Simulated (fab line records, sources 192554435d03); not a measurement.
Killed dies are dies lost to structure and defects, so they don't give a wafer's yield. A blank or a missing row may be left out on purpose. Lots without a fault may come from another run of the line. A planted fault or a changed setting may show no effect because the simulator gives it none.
One fault seen from 2 desks | flow n5_finfet | each desk has only its own numbers; what lay behind them comes last

THE TOOL OWNER'S DESK: krf_scanner-01
The tool's own readings at N5_BEOL_M15_EXPOSE_25 (exposes mask M15, target cd 400 nm): means of the sampled wafers that have a number, for each lot that ran on this tool. A lot is out of limits, marked OUT, if its mean lies more than 4 standard deviations from the usual mean; the brackets give that distance.
Columns: A = reticle_temp_C at N5_BEOL_M15_EXPOSE_25, usual 23.01 C; B = stage_vel_mm_s at N5_BEOL_M15_EXPOSE_25, usual 500.01 mm/s
lot  | first seen here | A     | B
L262 | day 11 23:19    | 22.99 | 500.00
L267 | day 13 05:28    | 23.04 | 499.92
L266 | day 14 07:33    | 23.02 | 500.29
L274 | day 15 08:32    | 22.98 | 499.94
L276 | day 15 15:21    | 22.91 | 500.12
This desk's finding: nothing out of limits on any of the 5 lots.

THE METROLOGY DESK
What the gauges read, lot by lot, whatever tool the lot ran on: means of the sampled wafers that have a number. A lot is out of limits, marked OUT, if its mean lies more than 4 standard deviations from the usual mean; the brackets give that distance.
Columns: A = M15_OVL at N5_BEOL_M15_OVL_MEAS_29, usual -1 nm
lot  | first seen here | A
L262 | day 11 23:29    | -8
L265 | day 12 15:53    | 1
L264 | day 13 01:50    | 0
L267 | day 13 05:40    | 2
L270 | day 14 01:51    | -1
L266 | day 14 07:45    | -5
L274 | day 15 08:44    | 106 (+19) OUT
L276 | day 15 15:33    | 119 (+22) OUT
L278 | day 16 15:42    | 10
L279 | day 16 22:46    | 0
L285 | day 18 08:45    | 3
This desk's finding: out of limits on L274, L276; first on L274, day 15 08:44 (M15_OVL at N5_BEOL_M15_OVL_MEAS_29). In limits: L262, L265, L264, L267, L270, L266, L278, L279, L285.

PUT TOGETHER
The metrology desk could have raised an alarm at day 15 08:44, on L274, L276.
The tool owner's desk saw nothing out of limits.
The tool owner's desk has L274, L276 on record, within its limits.
Of the lots named, all ran N5_BEOL_M15_EXPOSE_25 on krf_scanner-01.

WHAT THE SIMULATOR HAD PUT IN
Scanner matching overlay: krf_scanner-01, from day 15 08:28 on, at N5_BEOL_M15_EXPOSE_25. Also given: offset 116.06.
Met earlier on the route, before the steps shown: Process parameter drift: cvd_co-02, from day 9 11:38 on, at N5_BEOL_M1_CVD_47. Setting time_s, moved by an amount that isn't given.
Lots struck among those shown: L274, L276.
Hours from the fault's start to each desk's first reading out of limits: the metrology desk, 0.
